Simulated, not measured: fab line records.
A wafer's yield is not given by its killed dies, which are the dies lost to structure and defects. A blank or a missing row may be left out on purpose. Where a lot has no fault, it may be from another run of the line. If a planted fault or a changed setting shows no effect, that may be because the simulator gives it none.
Chamber matching / flow nand harc / NHARC_THIN_TSV_DESCUM_14 on rie diel-09 has 4 sister chambers
The step chemistry O2, time 3 s. 14 wafers are shown with their chamber, then 7 later ones without.

## EACH WAFER AND ITS CHAMBER
wafer=L672.2; chamber=1; drypump motor current A (A)=5.5; oes product au (a.u.)=1.009; throttle valve pct (%)=11.305
wafer=L672.5; chamber=3; drypump motor current A (A)=5.9; oes product au (a.u.)=0.992; throttle valve pct (%)=11.301
wafer=L672.6; chamber=2; drypump motor current A (A)=6.1; oes product au (a.u.)=0.968; throttle valve pct (%)=11.318
wafer=L670.1; chamber=1; drypump motor current A (A)=5.6; oes product au (a.u.)=1.005; throttle valve pct (%)=11.311
wafer=L670.4; chamber=0; drypump motor current A (A)=5.8; oes product au (a.u.)=0.972; throttle valve pct (%)=11.317
wafer=L670.5; chamber=0; drypump motor current A (A)=5.8; oes product au (a.u.)=0.966; throttle valve pct (%)=11.309
wafer=L671.1; chamber=1; drypump motor current A (A)=5.6; oes product au (a.u.)=1.013; throttle valve pct (%)=11.323
wafer=L671.2; chamber=3; drypump motor current A (A)=5.9; oes product au (a.u.)=0.999; throttle valve pct (%)=11.297
wafer=L671.4; chamber=2; drypump motor current A (A)=6.1; oes product au (a.u.)=0.984; throttle valve pct (%)=11.314
wafer=L677.1; chamber=1; drypump motor current A (A)=5.6; oes product au (a.u.)=1.006; throttle valve pct (%)=11.312
wafer=L677.5; chamber=3; drypump motor current A (A)=5.9; oes product au (a.u.)=1.001; throttle valve pct (%)=11.317
wafer=L677.6; chamber=2; drypump motor current A (A)=6.2; oes product au (a.u.)=0.979; throttle valve pct (%)=11.316
wafer=L673.4; chamber=2; drypump motor current A (A)=6.2; oes product au (a.u.)=0.987; throttle valve pct (%)=11.315
wafer=L673.5; chamber=0; drypump motor current A (A)=5.8; oes product au (a.u.)=0.983; throttle valve pct (%)=11.308

SIGNATURES (averages over the wafers above)
reading=drypump motor current A; chamber 0=5.800; chamber 1=5.575; chamber 2=6.150; chamber 3=5.900; scatter within a chamber=0.0418
reading=oes product au; chamber 0=0.97367; chamber 1=1.00825; chamber 2=0.97950; chamber 3=0.99733; scatter within a chamber=0.00664
reading=throttle valve pct; chamber 0=11.31133; chamber 1=11.31275; chamber 2=11.31575; chamber 3=11.30500; scatter within a chamber=0.00671
Rule: a wafer's distance from a chamber is the root of the sum, over the readings, of the square of ((its reading less the chamber's mean) divided by the reading's scatter). If the next closest chamber is less than 2 further off than the closest, the wafer can't be placed; otherwise it belongs to the closest. How the scatter is found: for the shown wafers, subtract from each reading the mean of its chamber, square and add these, divide the total by (wafers less chambers), then take the root.

## WAFERS WITH NO CHAMBER GIVEN
wafer=L673.6; drypump motor current A (A)=5.5; oes product au (a.u.)=1.004; throttle valve pct (%)=11.321
wafer=L686.1; drypump motor current A (A)=5.9; oes product au (a.u.)=0.983; throttle valve pct (%)=11.307
wafer=L686.4; drypump motor current A (A)=5.8; oes product au (a.u.)=0.979; throttle valve pct (%)=11.319
wafer=L686.6; drypump motor current A (A)=5.9; oes product au (a.u.)=0.996; throttle valve pct (%)=11.302
wafer=L687.1; drypump motor current A (A)=5.9; oes product au (a.u.)=0.973; throttle valve pct (%)=11.313
wafer=L687.4; drypump motor current A (A)=6.2; oes product au (a.u.)=0.970; throttle valve pct (%)=11.307
wafer=L687.5; drypump motor current A (A)=5.6; oes product au (a.u.)=0.997; throttle valve pct (%)=11.304

## CHAMBER TAKEN BY EACH
wafer=L673.6; from the rows above=1; in truth=1
wafer=L686.1; from the rows above=can't be placed: 3 or 0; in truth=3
wafer=L686.4; from the rows above=0; in truth=0
wafer=L686.6; from the rows above=3; in truth=3
wafer=L687.1; from the rows above=can't be placed: 0 or 3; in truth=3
wafer=L687.4; from the rows above=2; in truth=2
wafer=L687.5; from the rows above=1; in truth=1
Placed correctly: 5 of 7. From these rows, 2 cannot be placed; in 2 the true chamber is one of the candidates. Number placed wrongly: 0.
